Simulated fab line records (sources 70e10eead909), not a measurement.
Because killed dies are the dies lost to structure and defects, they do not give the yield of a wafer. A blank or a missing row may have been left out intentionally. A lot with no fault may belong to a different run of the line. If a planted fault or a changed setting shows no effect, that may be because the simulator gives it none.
Chamber matching + flow nand_harc + NHARC_P_ZERO_WELL_DESCUM_13 on rie_diel-12 has 4 sister chambers
The step chemistry O2, time 3 s. 14 wafers are shown with their chamber, then 7 later ones without.

== WAFERS WITH THEIR CHAMBER ==
| wafer  | chamber | throttle_valve_pct (%) | oes_product_au (a.u.) | rf_vpp_V (V) |
|--------|---------|------------------------|-----------------------|--------------|
| L960.1 | 2       | 11.293                 | 1.006                 | 58.1         |
| L960.2 | 0       | 11.308                 | 0.983                 | 57.7         |
| L960.3 | 1       | 11.311                 | 0.987                 | 58.1         |
| L961.2 | 3       | 11.322                 | 1.000                 | 58.1         |
| L961.3 | 1       | 11.317                 | 0.997                 | 57.4         |
| L961.5 | 1       | 11.304                 | 0.999                 | 56.5         |
| L965.2 | 1       | 11.327                 | 0.983                 | 59.2         |
| L965.5 | 0       | 11.305                 | 1.001                 | 59.3         |
| L965.6 | 1       | 11.304                 | 1.005                 | 58.4         |
| L967.3 | 2       | 11.300                 | 0.992                 | 58.3         |
| L967.5 | 0       | 11.308                 | 0.993                 | 56.9         |
| L967.6 | 3       | 11.317                 | 0.982                 | 58.2         |
| L972.1 | 2       | 11.304                 | 0.988                 | 58.1         |
| L972.2 | 0       | 11.302                 | 0.993                 | 58.7         |

SIGNATURES (averages over the wafers above)
| reading            | chamber 0 | chamber 1 | chamber 2 | chamber 3 | scatter within a chamber |
|--------------------|-----------|-----------|-----------|-----------|--------------------------|
| throttle_valve_pct | 11.30575  | 11.31260  | 11.29900  | 11.31950  | 0.0069                   |
| oes_product_au     | 0.99250   | 0.99420   | 0.99533   | 0.99100   | 0.0091                   |
| rf_vpp_V           | 58.150    | 57.920    | 58.167    | 58.150    | 0.872                    |
Rule: a wafer's distance from a chamber is the root of the sum, over the readings, of the square of ((its reading less the chamber's mean) divided by the reading's scatter). If the next closest chamber is less than 2 further off than the closest, the wafer can't be placed; otherwise it belongs to the closest. The scatter: take each reading less its chamber's mean, square it, sum over the shown wafers, divide by the number of wafers less the number of chambers, and take the root.

== WAFERS WITHOUT THEIR CHAMBER ==
| wafer  | throttle_valve_pct (%) | oes_product_au (a.u.) | rf_vpp_V (V) |
|--------|------------------------|-----------------------|--------------|
| L972.3 | 11.322                 | 0.983                 | 58.6         |
| L973.3 | 11.311                 | 0.985                 | 56.6         |
| L973.5 | 11.318                 | 0.988                 | 59.3         |
| L973.6 | 11.304                 | 0.992                 | 58.7         |
| L980.2 | 11.314                 | 0.987                 | 58.6         |
| L980.3 | 11.321                 | 0.995                 | 57.6         |
| L980.4 | 11.310                 | 0.986                 | 58.7         |

== WHICH CHAMBER EACH WENT THROUGH ==
| wafer  | from the rows above               | in truth |
|--------|-----------------------------------|----------|
| L972.3 | can't be placed: 3 or 1 or 0      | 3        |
| L973.3 | can't be placed: 1 or 0 or 3 or 2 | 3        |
| L973.5 | can't be placed: 3 or 1 or 0 or 2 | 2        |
| L973.6 | can't be placed: 0 or 2 or 1 or 3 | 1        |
| L980.2 | can't be placed: 3 or 1 or 0 or 2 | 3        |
| L980.3 | can't be placed: 3 or 1 or 0      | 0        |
| L980.4 | can't be placed: 0 or 1 or 3 or 2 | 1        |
0 of 7 placed correctly. Can't be placed from these rows: 7 (the true chamber is among the candidates in 7). Placed wrongly: 0.
